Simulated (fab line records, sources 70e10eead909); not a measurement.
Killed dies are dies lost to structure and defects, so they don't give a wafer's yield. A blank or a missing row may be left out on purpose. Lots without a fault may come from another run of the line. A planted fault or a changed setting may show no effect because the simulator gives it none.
Chamber matching | flow nand_harc | NHARC_A_STAIRCASE_TRIM_229 on rie_diel-11: 4 sister chambers
The step chemistry O2, time 211.2 s. 4 wafers are shown with their chamber, then 7 later ones without.

WAFERS WITH THEIR CHAMBER
wafer  | chamber | showerhead_plenum_p_Torr (Torr)
L178.3 | 3       | 3.48
L176.3 | 1       | 3.32
L179.1 | 2       | 3.57
L179.2 | 0       | 3.56

WAFERS WITHOUT THEIR CHAMBER
wafer  | showerhead_plenum_p_Torr (Torr)
L179.3 | 3.48
L185.2 | 3.48
L185.3 | 3.31
L185.4 | 3.56
L186.1 | 3.55
L186.2 | 3.47
L186.6 | 3.47

WHICH CHAMBER EACH WENT THROUGH
wafer  | from the rows above     | in truth
L179.3 | 3                       | 3
L185.2 | 3                       | 3
L185.3 | 1                       | 1
L185.4 | can't be placed: 0 or 2 | 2
L186.1 | can't be placed: 0 or 2 | 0
L186.2 | 3                       | 3
L186.6 | 3                       | 3
Placed correctly: 5 of 7. Can't be placed from these rows: 2 (the true chamber is among the candidates in 2). Placed wrongly: 0.
How it was worked out, from the rows above alone: a wafer's distance from a chamber is the root of the sum, over the readings, of the square of ((its reading less the chamber's mean) divided by the reading's scatter). The wafer belongs to the nearest chamber; if the next one is less than 2 further off, it can't be placed. A chamber's mean is the mean of its shown wafers. The scatter: with one shown wafer a chamber, the root of the mean of the squares of how far each hidden wafer lies from its nearest shown one.
